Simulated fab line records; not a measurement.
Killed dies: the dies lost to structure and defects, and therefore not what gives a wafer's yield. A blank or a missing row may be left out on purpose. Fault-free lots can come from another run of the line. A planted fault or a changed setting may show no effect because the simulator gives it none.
Which tool did it?    flow nand_harc    Sampling: 13 lots, 39 wafers, 5 of 1159 route steps

== WHAT EACH GAUGE READ, for each wafer ==
NHARC_A_CHANNEL_FILL_D1_THK_MEAS_06: measures by ellipsometry. Usual: thk_nm 5.0 nm, standard deviation 0.98.
lot   measured      on             thk_nm (nm)  flag
L476  day 10 01:37  film_metro-01  4.9 4.7 5.3  
L478  day 10 15:07  film_metro-01  6.8 5.6 4.3  
L477  day 10 15:07  film_metro-02  4.4 3.3 3.1  
L480  day 10 22:20  film_metro-01  4.4 4.0 4.6  
L479  day 10 22:20  film_metro-02  4.2 5.7 5.1  
L482  day 11 18:28  film_metro-02  5.2 5.2 3.3  
L485  day 12 01:14  film_metro-02  3.6 3.5 4.7  
L493  day 14 10:56  film_metro-02  3.5 4.6 6.2  
L492  day 14 10:56  film_metro-01  5.7 4.8 4.3  
L491  day 14 10:56  film_metro-02  4.8 4.7 6.5  
L494  day 14 18:29  film_metro-02  4.9 5.1 4.9  
L496  day 14 22:08  film_metro-02  5.9 4.9 6.4  
L498  day 15 15:49  film_metro-02  3.0 6.4 6.6  

NHARC_END_SORT_01. Usual: killed_at_array 25, standard deviation 9.5; killed_at_other 0.8, standard deviation 1.2; killed_at_periphery 3.4, standard deviation 2.2; killed_dies 29, standard deviation 10; killed_open 3.3, standard deviation 1.8; killed_short 2.1, standard deviation 1.4.
lot   measured      on         killed_at_array  killed_at_other  killed_at_periphery  killed_dies  killed_open  killed_short  flag
L476  day 19 19:06  prober-02  24 16 27         0 2 0            2 1 2                26 19 29     5 5 6        2 1 1         
L478  day 20 09:56  prober-02  25 30 28         0 0 0            5 3 4                30 33 32     3 2 6        1 2 1         
L477  day 20 01:11  prober-01  5 11 8           3 2 2            1 3 0                9 16 10      1 4 3        1 2 1         
L480  day 20 02:05  prober-02  15 20 12         1 0 0            2 1 1                18 21 13     0 3 4        2 3 3         
L479  day 20 09:05  prober-01  21 28 26         0 0 0            3 1 5                24 29 31     2 2 4        3 1 2         
L482  day 21 06:42  prober-01  32 32 22         1 0 5            3 3 4                36 35 31     4 3 2        2 3 2         
L485  day 21 23:04  prober-01  16 26 25         0 0 0            7 9 7                23 35 32     1 3 4        1 1 2         
L493  day 23 08:07  prober-01  27 33 40         0 3 4            4 6 2                31 42 46     3 5 4        1 4 1         
L492  day 23 21:16  prober-02  50 35 43         2 0 1            4 6 6                56 41 50     5 3 7        0 2 1         
L491  day 24 03:52  prober-01  13 27 15         0 0 0            5 7 4                18 34 19     8 6 5        1 3 3         
L494  day 24 07:02  prober-02  32 30 37         0 0 1            2 0 0                34 30 38     2 3 6        5 1 1         
L496  day 24 23:42  prober-01  40 45 44         0 1 2            2 4 9                42 50 55     1 2 5        3 2 1         
L498  day 25 07:31  prober-02  31 22 29         1 0 2            2 3 2                34 25 33     3 5 4        2 2 4         

== TOOL THAT RAN EACH LOT (tool first, then ch and the chambers of the sampled wafers, then the start) ==
lot   NHARC_A_CHANNEL_HOLE_D1_STRIP_27               NHARC_A_CHANNEL_FILL_D1_ALD_15                  NHARC_A_CHANNEL_FILL_D1_ETCHBACK_08
L476  rie_diel-04 ch 1,2, day 10 01:37 or earlier    ald_sin_batch-02 ch 0, day 10 01:37 or earlier  rie_diel-06 ch 1,3, day 10 07:15
L478  rie_diel-12 ch 1,2, day 10 15:07 or earlier    ald_sin_batch-01 ch 0, day 10 15:07 or earlier  rie_diel-03 ch 0,1,2, day 10 22:01
L477  rie_diel-08 ch 0,3, day 10 15:07 or earlier    ald_sin_batch-01 ch 0, day 10 15:07 or earlier  rie_diel-03 ch 0,3, day 10 20:50
L480  rie_diel-04 ch 0,1,3, day 10 22:20 or earlier  ald_sin_batch-03 ch 0, day 10 22:20 or earlier  rie_diel-03 ch 0,2,3, day 11 03:58
L479  rie_diel-12 ch 1,3, day 10 22:20 or earlier    ald_sin_batch-03 ch 0, day 10 22:20 or earlier  rie_diel-11 ch 1,2,3, day 11 03:59
L482  rie_diel-12 ch 0,1,2, day 11 18:28 or earlier  ald_sin_batch-02 ch 0, day 11 18:28 or earlier  rie_diel-03 ch 0,2,3, day 12 00:06
L485  rie_diel-12 ch 0,1,3, day 12 01:14 or earlier  ald_sin_batch-02 ch 0, day 12 01:14 or earlier  rie_diel-06 ch 0,1,3, day 12 06:50
L493  rie_diel-08 ch 0,1,2, day 14 10:56 or earlier  ald_sin_batch-01 ch 0, day 14 10:56 or earlier  rie_diel-03 ch 0,1,3, day 14 16:59
L492  rie_diel-04 ch 0,3, day 14 10:56 or earlier    ald_sin_batch-01 ch 0, day 14 10:56 or earlier  rie_diel-06 ch 2,3, day 14 16:59
L491  rie_diel-04 ch 2,3, day 14 10:56 or earlier    ald_sin_batch-01 ch 0, day 14 10:56 or earlier  rie_diel-06 ch 0,1,2, day 14 20:41
L494  rie_diel-12 ch 1,2,3, day 14 18:29 or earlier  ald_sin_batch-01 ch 0, day 14 18:29 or earlier  rie_diel-03 ch 1,3, day 15 00:47
L496  rie_diel-12 ch 0,2,3, day 13 20:05 or earlier  ald_sin_batch-02 ch 0, day 13 20:05             rie_diel-03 ch 0,2,3, day 15 08:07
L498  rie_diel-04 ch 1,2,3, day 15 15:49 or earlier  ald_sin_batch-02 ch 0, day 15 15:49 or earlier  rie_diel-03 ch 0,1,2, day 16 01:05
- NHARC_A_CHANNEL_HOLE_D1_STRIP_27: strips in O2.
- NHARC_A_CHANNEL_FILL_D1_ALD_15: deposits SiNx, target thk 2 nm, pulse time 60 s, ald cycles 19.
- NHARC_A_CHANNEL_FILL_D1_ETCHBACK_08: etches the open film in C4F8, target depth 220 nm, time 110 s.

== AS READ BY THE TOOLS THEMSELVES (means over the sampled wafers that have a number; for cases with no such wafer, the mark the record gives instead) ==
NHARC_A_CHANNEL_HOLE_D1_STRIP_27. Usual: drypump_motor_current_A 5.6 A, standard deviation 0.31; oes_product_au 0.999 a.u., standard deviation 0.01; rf_vpp_V 57.9 V, standard deviation 0.86; showerhead_plenum_p_Torr 3.55 Torr, standard deviation 0.14; throttle_valve_pct 17.038 %, standard deviation 0.0094.
lot   tool         drypump_motor_current_A (A)  oes_product_au (a.u.)  rf_vpp_V (V)  showerhead_plenum_p_Torr (Torr)  throttle_valve_pct (%)  flag
L476  rie_diel-04  5.7                          0.996                  58.0          3.62                             17.030                  
L478  rie_diel-12  5.7                          0.997                  57.8          3.61                             17.050                  
L477  rie_diel-08  5.9                          0.997                  58.4          3.75                             17.046                  
L480  rie_diel-04  5.4                          0.996                  58.7          3.55                             17.038                  
L479  rie_diel-12  5.6                          1.006                  57.7          3.55                             17.035                  
L482  rie_diel-12  5.7                          1.001                  57.5          3.54                             17.032                  
L485  rie_diel-12  5.6                          0.996                  57.5          3.48                             17.038                  
L493  rie_diel-08  5.5                          0.998                  58.8          3.58                             17.037                  
L492  rie_diel-04  5.5                          0.996                  57.1          3.40                             17.037                  
L491  rie_diel-04  5.6                          0.989                  57.5          3.41                             17.041                  
L494  rie_diel-12  5.5                          1.003                  57.9          3.59                             17.041                  
L496  rie_diel-12  5.5                          0.997                  57.7          3.52                             17.035                  
L498  rie_diel-04  5.5                          1.005                  56.9          3.55                             17.041                  

NHARC_A_CHANNEL_FILL_D1_ALD_15. Usual: precursor_pulse_height_rel 0.999, standard deviation 0.019.
lot   tool              precursor_pulse_height_rel  flag
L476  ald_sin_batch-02  0.996                       
L478  ald_sin_batch-01  1.001                       
L477  ald_sin_batch-01  0.986                       
L480  ald_sin_batch-03  0.992                       
L479  ald_sin_batch-03  0.986                       
L482  ald_sin_batch-02  0.981                       
L485  ald_sin_batch-02  0.995                       
L493  ald_sin_batch-01  0.994                       
L492  ald_sin_batch-01  0.996                       
L491  ald_sin_batch-01  0.997                       
L494  ald_sin_batch-01  0.991                       
L496  ald_sin_batch-02  0.997                       
L498  ald_sin_batch-02  1.001                       

NHARC_A_CHANNEL_FILL_D1_ETCHBACK_08. Usual: oes_product_au 0.95 a.u., standard deviation 0.037; rf_fwd_power_W 596.0 W, standard deviation 2.1; rf_vpp_V 440.9 V, standard deviation 2.4.
lot   tool         oes_product_au (a.u.)  rf_fwd_power_W (W)  rf_vpp_V (V)  flag
L476  rie_diel-06  0.92                   595.0               441.3         
L478  rie_diel-03  0.99                   594.5               438.5         
L477  rie_diel-03  0.98                   596.1               442.0         
L480  rie_diel-03  0.92                   595.8               441.7         
L479  rie_diel-11  0.92                   595.4               436.7         
L482  rie_diel-03  0.92                   594.2               441.3         
L485  rie_diel-06  1.00                   596.7               440.9         
L493  rie_diel-03  0.91                   596.4               441.3         
L492  rie_diel-06  1.05                   691.4               442.4         OFF
L491  rie_diel-06  1.01                   691.6               439.9         OFF
L494  rie_diel-03  0.99                   596.2               441.7         
L496  rie_diel-03  0.92                   594.6               441.8         
L498  rie_diel-03  0.92                   596.2               439.6         

== THE ANSWER, worked out from the rows above alone ==
Rule: a lot is off if the mean of its wafers that have a number lies more than 3 standard deviations from the usual mean. Also off: a lot with no number at a reading for which 4 or more lots have one. Any other lot the step has rows for is counted as sound. After the gauges, taken in route order, come the tools' own readings; for these a lot's mean is taken, as printed above. At the first step where some lot is off, the reading lying furthest off is the one used; lots without a number count as furthest.
Off at NHARC_A_CHANNEL_FILL_D1_ETCHBACK_08 (rf_fwd_power_W): L492, L491.
If a tool, at that step or one of the process steps before it, ran each lot that is off and ran no sound lot following the first of them, it fits. With no start given for some of its lots, NHARC_A_CHANNEL_HOLE_D1_STRIP_27 uses the hours and lot order of NHARC_A_CHANNEL_FILL_D1_THK_MEAS_06. With no start given for some of its lots, NHARC_A_CHANNEL_FILL_D1_ALD_15 uses the hours and lot order of NHARC_A_CHANNEL_FILL_D1_THK_MEAS_06. One candidate fits, namely rie_diel-06 at NHARC_A_CHANNEL_FILL_D1_ETCHBACK_08. Its last sound lot is L485 (day 12 06:50), its first lot that is off L492 (day 14 16:59): a fault that began between those two fits.
On the lots that are off, the tool's own readings at NHARC_A_CHANNEL_FILL_D1_ETCHBACK_08 differ by more than 5 times the standard deviation of the sound lots' means, which bears it out; rf_fwd_power_W reads 691.5 W there versus 595.6 W on the sound lots.

== WHAT THE SIMULATOR HAD PUT IN ==
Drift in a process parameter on rie_diel-06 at NHARC_A_CHANNEL_FILL_D1_ETCHBACK_08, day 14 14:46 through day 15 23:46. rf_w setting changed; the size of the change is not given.
Struck lots among those shown: L492, L491. The rule given above showed the same thing.
